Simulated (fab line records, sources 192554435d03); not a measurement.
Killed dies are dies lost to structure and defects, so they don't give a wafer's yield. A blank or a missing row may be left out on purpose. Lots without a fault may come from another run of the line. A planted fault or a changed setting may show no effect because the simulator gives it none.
Chamber matching | flow n5_finfet | N5_BEOL_M3_DEP_57 on pecvd-03: 3 sister chambers
The step deposits SiCN from 3MS/NH3, target thk 8 nm, time 14 s. 3 wafers are shown with their chamber, then 11 later ones without.

WAFERS WITH THEIR CHAMBER
wafer  | chamber | throttle_valve_pct (%)
L090.4 | 1       | 9.3
L090.5 | 2       | 8.7
L089.1 | 0       | 9.6

WAFERS WITHOUT THEIR CHAMBER
wafer  | throttle_valve_pct (%)
L089.2 | 9.6
L089.6 | 9.4
L092.1 | 9.7
L092.2 | 9.5
L092.5 | 8.8
L095.1 | 9.4
L095.3 | 8.6
L095.6 | 9.6
L096.2 | 8.5
L096.5 | 9.0
L096.6 | 9.5

WHICH CHAMBER EACH WENT THROUGH
wafer  | from the rows above     | in truth
L089.2 | 0                       | 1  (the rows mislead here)
L089.6 | can't be placed: 1 or 0 | 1
L092.1 | 0                       | 0
L092.2 | can't be placed: 0 or 1 | 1
L092.5 | 2                       | 2
L095.1 | can't be placed: 1 or 0 | 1
L095.3 | 2                       | 2
L095.6 | 0                       | 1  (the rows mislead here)
L096.2 | 2                       | 2
L096.5 | can't be placed: 1 or 2 | 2
L096.6 | can't be placed: 0 or 1 | 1
Placed correctly: 4 of 11. Can't be placed from these rows: 5 (the true chamber is among the candidates in 5). Placed wrongly: 2.
How it was worked out, from the rows above alone: a wafer's distance from a chamber is the root of the sum, over the readings, of the square of ((its reading less the chamber's mean) divided by the reading's scatter). The wafer belongs to the nearest chamber; if the next one is less than 2 further off, it can't be placed. A chamber's mean is the mean of its shown wafers. The scatter: with one shown wafer a chamber, the root of the mean of the squares of how far each hidden wafer lies from its nearest shown one.
